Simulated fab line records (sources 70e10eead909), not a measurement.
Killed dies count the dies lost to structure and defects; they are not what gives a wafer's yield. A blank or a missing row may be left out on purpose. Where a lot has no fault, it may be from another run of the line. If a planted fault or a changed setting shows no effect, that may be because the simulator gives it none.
Matching of chambers :: flow nandHarc :: 4 sister chambers for NHARC_A_M1_ETCH_35 on rieDiel-13
The step etches the open film in N2/H2, target depth 40 nm, overetch 12 nm, time 43.94 s. 27 wafers are shown with their chamber, then 12 later ones without.

WAFERS WITH THEIR CHAMBER
wafer: L075.1
chamber: 0
showerheadPlenumPTorr (Torr): 1.94
drypumpMotorCurrentA (A): 5.90
rfVppV (V): 427.1

wafer: L075.3
chamber: 2
showerheadPlenumPTorr (Torr): 1.99
drypumpMotorCurrentA (A): 6.11
rfVppV (V): 429.1

wafer: L075.4
chamber: 2
showerheadPlenumPTorr (Torr): 1.99
drypumpMotorCurrentA (A): 6.14
rfVppV (V): 429.2

wafer: L077.1
chamber: 2
showerheadPlenumPTorr (Torr): 1.99
drypumpMotorCurrentA (A): 6.16
rfVppV (V): 428.3

wafer: L077.5
chamber: 3
showerheadPlenumPTorr (Torr): 1.97
drypumpMotorCurrentA (A): 5.42
rfVppV (V): 430.4

wafer: L077.6
chamber: 0
showerheadPlenumPTorr (Torr): 1.94
drypumpMotorCurrentA (A): 5.88
rfVppV (V): 428.1

wafer: L082.2
chamber: 0
showerheadPlenumPTorr (Torr): 1.93
drypumpMotorCurrentA (A): 5.88
rfVppV (V): 427.5

wafer: L082.3
chamber: 3
showerheadPlenumPTorr (Torr): 1.97
drypumpMotorCurrentA (A): 5.40
rfVppV (V): 428.8

wafer: L082.6
chamber: 3
showerheadPlenumPTorr (Torr): 1.97
drypumpMotorCurrentA (A): 5.42
rfVppV (V): 428.6

wafer: L081.1
chamber: 1
showerheadPlenumPTorr (Torr): 2.14
drypumpMotorCurrentA (A): 5.66
rfVppV (V): 432.1

wafer: L081.3
chamber: 3
showerheadPlenumPTorr (Torr): 1.97
drypumpMotorCurrentA (A): 5.41
rfVppV (V): 429.1

wafer: L081.6
chamber: 3
showerheadPlenumPTorr (Torr): 1.97
drypumpMotorCurrentA (A): 5.42
rfVppV (V): 429.5

wafer: L078.1
chamber: 1
showerheadPlenumPTorr (Torr): 2.14
drypumpMotorCurrentA (A): 5.68
rfVppV (V): 434.7

wafer: L078.3
chamber: 2
showerheadPlenumPTorr (Torr): 1.99
drypumpMotorCurrentA (A): 6.06
rfVppV (V): 429.6

wafer: L078.5
chamber: 3
showerheadPlenumPTorr (Torr): 1.97
drypumpMotorCurrentA (A): 5.43
rfVppV (V): 428.1

wafer: L084.3
chamber: 1
showerheadPlenumPTorr (Torr): 2.14
drypumpMotorCurrentA (A): 5.67
rfVppV (V): 434.3

wafer: L084.4
chamber: 2
showerheadPlenumPTorr (Torr): 1.99
drypumpMotorCurrentA (A): 6.11
rfVppV (V): 429.6

wafer: L084.5
chamber: 1
showerheadPlenumPTorr (Torr): 2.14
drypumpMotorCurrentA (A): 5.67
rfVppV (V): 433.3

wafer: L083.1
chamber: 0
showerheadPlenumPTorr (Torr): 1.93
drypumpMotorCurrentA (A): 5.89
rfVppV (V): 428.4

wafer: L083.2
chamber: 3
showerheadPlenumPTorr (Torr): 1.97
drypumpMotorCurrentA (A): 5.42
rfVppV (V): 429.8

wafer: L083.4
chamber: 1
showerheadPlenumPTorr (Torr): 2.14
drypumpMotorCurrentA (A): 5.66
rfVppV (V): 432.3

wafer: L086.1
chamber: 2
showerheadPlenumPTorr (Torr): 1.99
drypumpMotorCurrentA (A): 6.15
rfVppV (V): 429.5

wafer: L086.3
chamber: 3
showerheadPlenumPTorr (Torr): 1.97
drypumpMotorCurrentA (A): 5.42
rfVppV (V): 429.3

wafer: L086.4
chamber: 0
showerheadPlenumPTorr (Torr): 1.93
drypumpMotorCurrentA (A): 5.89
rfVppV (V): 428.8

wafer: L088.3
chamber: 2
showerheadPlenumPTorr (Torr): 1.99
drypumpMotorCurrentA (A): 6.11
rfVppV (V): 429.0

wafer: L088.4
chamber: 3
showerheadPlenumPTorr (Torr): 1.97
drypumpMotorCurrentA (A): 5.41
rfVppV (V): 428.0

wafer: L088.5
chamber: 2
showerheadPlenumPTorr (Torr): 1.99
drypumpMotorCurrentA (A): 6.17
rfVppV (V): 429.1

SIGNATURES, as means of the wafers listed above
reading: showerheadPlenumPTorr
chamber 0: 1.9340
chamber 1: 2.1400
chamber 2: 1.9900
chamber 3: 1.9700
scatter within a chamber: 0.00228

reading: drypumpMotorCurrentA
chamber 0: 5.8880
chamber 1: 5.6680
chamber 2: 6.1262
chamber 3: 5.4167
scatter within a chamber: 0.021

reading: rfVppV
chamber 0: 427.980
chamber 1: 433.340
chamber 2: 429.175
chamber 3: 429.067
scatter within a chamber: 0.765
Rule: for a wafer and a chamber, the distance is found by dividing, reading by reading, the gap between the wafer's reading and the chamber's mean by the reading's scatter, squaring, summing and taking the root. The wafer belongs to the nearest chamber; if the next one is less than 2 further off, it can't be placed. The scatter: the root of (the sum of the squares of (reading less its chamber's mean) over the shown wafers, divided by (wafers less chambers)).

WAFERS WHOSE CHAMBER IS MISSING
wafer: L093.1
showerheadPlenumPTorr (Torr): 1.93
drypumpMotorCurrentA (A): 5.88
rfVppV (V): 428.1

wafer: L093.2
showerheadPlenumPTorr (Torr): 1.97
drypumpMotorCurrentA (A): 5.42
rfVppV (V): 429.9

wafer: L093.5
showerheadPlenumPTorr (Torr): 2.14
drypumpMotorCurrentA (A): 5.67
rfVppV (V): 434.0

wafer: L094.1
showerheadPlenumPTorr (Torr): 1.93
drypumpMotorCurrentA (A): 5.88
rfVppV (V): 427.1

wafer: L094.2
showerheadPlenumPTorr (Torr): 1.99
drypumpMotorCurrentA (A): 6.11
rfVppV (V): 430.2

wafer: L094.3
showerheadPlenumPTorr (Torr): 2.14
drypumpMotorCurrentA (A): 5.65
rfVppV (V): 433.9

wafer: L094.4
showerheadPlenumPTorr (Torr): 1.97
drypumpMotorCurrentA (A): 5.42
rfVppV (V): 428.2

wafer: L094.5
showerheadPlenumPTorr (Torr): 1.97
drypumpMotorCurrentA (A): 5.42
rfVppV (V): 428.2

wafer: L094.6
showerheadPlenumPTorr (Torr): 1.99
drypumpMotorCurrentA (A): 6.11
rfVppV (V): 430.6

wafer: L095.1
showerheadPlenumPTorr (Torr): 1.97
drypumpMotorCurrentA (A): 5.39
rfVppV (V): 428.4

wafer: L095.3
showerheadPlenumPTorr (Torr): 2.14
drypumpMotorCurrentA (A): 5.67
rfVppV (V): 432.0

wafer: L095.5
showerheadPlenumPTorr (Torr): 1.97
drypumpMotorCurrentA (A): 5.39
rfVppV (V): 428.3

WHICH CHAMBER EACH WENT THROUGH
wafer: L093.1
from the rows above: 0
in truth: 0

wafer: L093.2
from the rows above: 3
in truth: 3

wafer: L093.5
from the rows above: 1
in truth: 1

wafer: L094.1
from the rows above: 0
in truth: 0

wafer: L094.2
from the rows above: 2
in truth: 2

wafer: L094.3
from the rows above: 1
in truth: 1

wafer: L094.4
from the rows above: 3
in truth: 3

wafer: L094.5
from the rows above: 3
in truth: 3

wafer: L094.6
from the rows above: 2
in truth: 2

wafer: L095.1
from the rows above: 3
in truth: 3

wafer: L095.3
from the rows above: 1
in truth: 1

wafer: L095.5
from the rows above: 3
in truth: 3
Correctly placed: 12 of 12. Not placeable from these rows: 0. Placed wrongly: 0.
